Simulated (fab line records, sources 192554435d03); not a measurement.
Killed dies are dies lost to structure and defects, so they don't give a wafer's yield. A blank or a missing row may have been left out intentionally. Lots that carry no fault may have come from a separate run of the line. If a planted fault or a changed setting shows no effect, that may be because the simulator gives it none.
Chamber matching | flow n5Finfet | N5_HKMG_FIN_PWFM_ALD_03 on aldMetal-03: 4 sister chambers
The step deposits TiN, target thk 2 nm, pulse time 1 s, purge time 3 s. 24 wafers are shown with their chamber, then 12 later ones without.

WAFERS PAIRED WITH THEIR CHAMBERS
wafer  | chamber | heaterPowerW (W) | precursorPulseHeightRel
L077.1 | 1       | 762              | 1.015
L077.2 | 3       | 836              | 0.989
L077.3 | 2       | 926              | 0.999
L077.4 | 0       | 1048             | 0.975
L077.5 | 1       | 756              | 0.991
L077.6 | 0       | 1040             | 0.990
L078.1 | 1       | 772              | 0.999
L078.2 | 3       | 815              | 0.988
L078.6 | 0       | 1035             | 1.026
L080.3 | 1       | 763              | 0.973
L080.4 | 2       | 909              | 1.021
L080.5 | 1       | 743              | 0.992
L081.1 | 3       | 835              | 1.012
L081.2 | 2       | 922              | 1.008
L081.5 | 1       | 770              | 0.985
L083.1 | 0       | 1032             | 1.033
L083.2 | 1       | 749              | 1.009
L083.3 | 2       | 905              | 0.990
L083.4 | 3       | 822              | 1.020
L083.5 | 3       | 829              | 1.020
L083.6 | 0       | 1053             | 0.996
L085.3 | 3       | 856              | 0.989
L085.4 | 2       | 903              | 0.993
L085.5 | 3       | 864              | 1.019

SIGNATURES, as means of the wafers listed above
reading                 | chamber 0 | chamber 1 | chamber 2 | chamber 3 | scatter within a chamber
heaterPowerW            | 1041.60   | 759.29    | 913.00    | 836.71    | 12.8
precursorPulseHeightRel | 1.00400   | 0.99486   | 1.00220   | 1.00529   | 0.017
Rule: a wafer lies at a distance from a chamber equal to the root of the sum of squares, over the readings, of (its reading less the chamber's mean, divided by the reading's scatter). If the next closest chamber is less than 2 further off than the closest, the wafer can't be placed; otherwise it belongs to the closest. The scatter: the root of (the sum of the squares of (reading less its chamber's mean) over the shown wafers, divided by (wafers less chambers)).

WAFERS WITH NO CHAMBER GIVEN
wafer  | heaterPowerW (W) | precursorPulseHeightRel
L087.2 | 1033             | 0.994
L087.4 | 934              | 1.027
L087.5 | 833              | 1.004
L088.2 | 848              | 1.034
L088.3 | 750              | 0.990
L088.6 | 831              | 0.988
L093.2 | 1025             | 1.009
L093.3 | 818              | 1.022
L093.4 | 758              | 0.993
L097.1 | 841              | 1.008
L097.4 | 737              | 0.997
L097.5 | 910              | 1.018

CHAMBER TAKEN BY EACH
wafer  | from the rows above | in truth
L087.2 | 0                   | 0
L087.4 | 2                   | 2
L087.5 | 3                   | 3
L088.2 | 3                   | 3
L088.3 | 1                   | 1
L088.6 | 3                   | 3
L093.2 | 0                   | 0
L093.3 | 3                   | 3
L093.4 | 1                   | 1
L097.1 | 3                   | 3
L097.4 | 1                   | 1
L097.5 | 2                   | 2
12 of 12 placed correctly. Left unplaced by these rows: 0. Wrongly placed: 0.
